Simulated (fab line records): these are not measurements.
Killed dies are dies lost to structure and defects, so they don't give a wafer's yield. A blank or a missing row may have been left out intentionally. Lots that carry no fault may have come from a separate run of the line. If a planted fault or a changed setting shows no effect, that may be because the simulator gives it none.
The tool behind it: which one?    flow nand_harc    7 lots (21 wafers sampled), 1 step of a 1302-step route

WHAT THE GAUGES SHOWED, per wafer
NHARC_A_CHANNEL_HOLE_D2_CD_MEAS_18.
lot   measured      on         cd_nm (nm)
L753  day 15 03:11  cd_sem-02  99.3 100.3 103.4
L755  day 16 10:37  cd_sem-03  100.2 100.9 100.7
L756  day 16 12:01  cd_sem-01  97.3 102.6 95.9
L766  day 19 22:00  cd_sem-02  99.1 97.3 95.5
L767  day 20 21:07  cd_sem-01  101.9 96.1 98.6
L770  day 22 18:55  cd_sem-01  98.6 100.5 101.7
L771  day 22 19:26  cd_sem-02  99.4 93.7 97.5

WHAT TOOL EACH LOT RAN ON (gives the tool, then ch and the chambers of the sampled wafers, and finally the start)
The record holds no process step before these readings.

THE ANSWER, worked out from the rows above alone
Rule: what is usual is taken from the lots themselves. The widest of any qualifying gaps counts: lots, ordered by their means at a reading, are off when they make up no more than a third of the lots, leave a main group of 4 or more, and stand apart from it by 3 or more times the standard deviation of that group's means. The tables above print the reading to a certain number of digits; a main group whose means all agree to those digits is not used. Also off: a lot with no number at a reading for which 4 or more lots have one. All remaining lots with rows at the step are treated as sound.
Across all readings shown, no lot is off: no conclusion can be drawn from this.

WHAT THE SIMULATOR HAD PUT IN
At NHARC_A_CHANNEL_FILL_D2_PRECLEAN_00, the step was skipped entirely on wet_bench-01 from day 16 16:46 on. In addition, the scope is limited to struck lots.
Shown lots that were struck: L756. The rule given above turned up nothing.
